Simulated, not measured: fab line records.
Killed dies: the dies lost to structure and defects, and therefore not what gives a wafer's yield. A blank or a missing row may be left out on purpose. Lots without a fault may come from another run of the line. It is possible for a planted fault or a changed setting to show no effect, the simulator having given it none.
Chamber matching -- flow n5Finfet -- N5_FIN_SAQP_FIN_ETCH_36 on rieSi-02: 4 sister chambers
The step etches the open film in HBr/Cl2/O2, target depth 120 nm, time 50.4 s. 16 wafers are shown with their chamber, then 8 later ones without.

== WAFERS, EACH WITH ITS CHAMBER ==
wafer,chamber,drypumpMotorCurrentA (A),oesProductAu (a.u.),O2_flow_sccm (sccm)
L079.1,3,5.9,1.013,12.00
L079.2,2,6.0,0.962,12.04
L079.6,1,6.2,0.990,12.04
L081.2,2,6.0,0.960,12.00
L081.3,1,6.3,0.991,12.00
L081.6,1,6.3,0.989,11.94
L082.1,2,6.0,0.941,12.02
L082.2,3,5.9,0.996,12.00
L082.6,1,6.3,1.004,12.03
L084.2,1,6.3,0.983,12.03
L084.4,2,6.0,0.946,12.08
L084.5,2,6.0,0.962,12.01
L089.3,0,6.4,1.005,11.96
L089.4,3,5.9,1.014,12.01
L089.6,0,6.4,0.998,12.00
L090.4,3,5.9,1.011,11.99

SIGNATURES (means of the wafers above)
reading,chamber 0,chamber 1,chamber 2,chamber 3,scatter within a chamber
drypumpMotorCurrentA,6.400,6.280,6.000,5.900,0.0258
oesProductAu,1.00150,0.99140,0.95420,1.00850,0.00852
O2_flow_sccm,11.9800,12.0080,12.0300,12.0000,0.0312
Rule: for each reading, subtract the chamber's mean from the wafer's reading, divide by that reading's scatter and square the result; add these up over the readings and take the root, which gives the wafer's distance from the chamber. If the next closest chamber is less than 2 further off than the closest, the wafer can't be placed; otherwise it belongs to the closest. How the scatter is found: for the shown wafers, subtract from each reading the mean of its chamber, square and add these, divide the total by (wafers less chambers), then take the root.

== WAFERS WHOSE CHAMBER IS MISSING ==
wafer,drypumpMotorCurrentA (A),oesProductAu (a.u.),O2_flow_sccm (sccm)
L090.5,6.4,0.997,11.95
L090.6,5.9,1.012,11.99
L092.2,6.3,0.985,12.02
L092.4,6.0,0.966,11.98
L092.5,6.4,1.002,11.99
L093.1,6.3,0.983,12.01
L093.5,6.2,0.980,12.03
L093.6,6.0,0.964,11.97

== WHICH CHAMBER EACH ONE RAN IN ==
wafer,from the rows above,in truth
L090.5,0,0
L090.6,3,3
L092.2,1,1
L092.4,2,2
L092.5,0,0
L093.1,1,1
L093.5,1,1
L093.6,2,2
Correct placement for 8 of the 8. Number that these rows cannot place: 0. Placed wrongly: 0.
